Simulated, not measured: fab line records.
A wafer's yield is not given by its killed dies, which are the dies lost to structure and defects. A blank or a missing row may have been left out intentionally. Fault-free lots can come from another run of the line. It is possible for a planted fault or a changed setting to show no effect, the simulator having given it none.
Chamber matching | flow n5_finfet | rie_diel-01 running N5_BEOL_M11_VIA_ETCH_34: 4 sister chambers
The step etches SiCOH lowk in C4F6/O2, target depth 184.5 nm, time 69.2 s. 4 wafers are shown with their chamber, then 10 later ones without.

## WAFERS PAIRED WITH THEIR CHAMBERS
wafer  | chamber | showerhead_plenum_p_Torr (Torr)
L085.2 | 1       | 2.88
L085.6 | 2       | 2.78
L086.1 | 3       | 2.71
L086.2 | 0       | 2.85

## WAFERS WHOSE CHAMBER IS MISSING
wafer  | showerhead_plenum_p_Torr (Torr)
L086.4 | 2.78
L087.2 | 2.88
L087.3 | 2.71
L087.6 | 2.78
L092.2 | 2.70
L092.4 | 2.85
L092.6 | 2.70
L095.1 | 2.78
L095.2 | 2.70
L095.4 | 2.78

## WHICH CHAMBER EACH ONE RAN IN
wafer  | from the rows above | in truth
L086.4 | 2                   | 2
L087.2 | 1                   | 1
L087.3 | 3                   | 3
L087.6 | 2                   | 2
L092.2 | 3                   | 3
L092.4 | 0                   | 0
L092.6 | 3                   | 3
L095.1 | 2                   | 2
L095.2 | 3                   | 3
L095.4 | 2                   | 2
Correctly placed: 10 of 10. From these rows, 0 cannot be placed. Wrongly placed: 0.
How it was worked out, from the rows above alone: a wafer's distance from a chamber is the root of the sum, over the readings, of the square of ((its reading less the chamber's mean) divided by the reading's scatter). The wafer belongs to the nearest chamber; if the next one is less than 2 further off, it can't be placed. The mean given for a chamber averages the wafers shown for that chamber. The scatter: root of mean squared gap, hidden wafer to nearest shown wafer, with one shown wafer a chamber.
